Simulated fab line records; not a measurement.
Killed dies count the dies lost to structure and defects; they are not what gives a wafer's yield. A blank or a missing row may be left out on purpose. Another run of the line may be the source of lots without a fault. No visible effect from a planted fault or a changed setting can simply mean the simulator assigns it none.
Code-filled problem report in 8D (eight disciplines) form || flow n5-finfet || the parts of the form that need people (team, actions taken, sign-off) are left out

1. THE PROBLEM
Wafers without a fault read 1500.0 rpm, standard deviation 1; spin-speed-rpm at N5_BEOL_M5_COAT_66 reads a mean of 1444.2 rpm on 6 wafers belonging to 2 lots. That is -56 standard deviations from the usual mean.
The step: time 60 s, resist thk 12 nm.
The first sign was on wafer L425.1 at day 11 09:39, on litho-track-05. At this step, 12 wafers from 4 lots have a number in the record. The rule behind "out" and "out of limits": a value lying over 4 standard deviations away from the usual mean. All remaining wafers that have a number are taken as sound.

2. WHAT THIS IS AND IS NOT
{"question": "which readings at this step", "is": "spin-speed-rpm", "is not": "-"}
{"question": "which lots", "is": "L425, L427", "is not": "L411, L434"}
{"question": "which wafers of those lots", "is": "all that have a number", "is not": "-"}
{"question": "read on which tools", "is": "litho-track-05", "is not": "litho-track-02"}
{"question": "when", "is": "from day 11 09:39", "is not": "up to then (3 sound wafers); but 3 sound wafers of L434 came after"}

3. SUSPECTS, AND WHAT RULES EACH OUT
Counting: any tool at a process step up to the reading is kept as a suspect provided that every lot that is out went through it and no sound lot did after the first of them.
- litho-track-05 at N5_BEOL_M5_COAT_66 (time 60 s, resist thk 12 nm): kept. Every lot that is out went through it, starting with L425 (day 11 09:39), and after that it ran no sound lot; the last sound lot it ran before then is L411 (day 7 18:53). On those wafers its own readings are out: spin-speed-rpm.
After counting, what remains is litho-track-05 at N5_BEOL_M5_COAT_66.

4. THE CAUSE (what the simulator had put in)
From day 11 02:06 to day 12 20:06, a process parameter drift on litho-track-05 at N5_BEOL_M5_COAT_66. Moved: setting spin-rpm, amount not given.
This tool alone remained once counting was done.

5. SEQUENCE OF EFFECTS, ordered by route
Each row: a reading where the mean over the struck wafers with a number is more than 3 standard deviations away from the usual. Scope: only readings with a usual standard deviation given in the record; hours: median across lots of the time from each lot's start at the first step in this table that gives one to its start at this step; sigmas: change in usual standard deviations.
{"hours": 0, "step": "N5_BEOL_M5_COAT_66", "reading": "spin-speed-rpm", "usual": "1500.0 rpm", "on struck wafers": 1444.2, "change": -55.8, "sigmas": -56}
Here are the process steps it includes:
- N5_BEOL_M5_COAT_66: time 60 s, resist thk 12 nm.

6. HOW IT WOULD HAVE BEEN CAUGHT EARLIER
First out-of-limits reading in this record: day 11 09:39, which is 8 hours after fault onset at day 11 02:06.
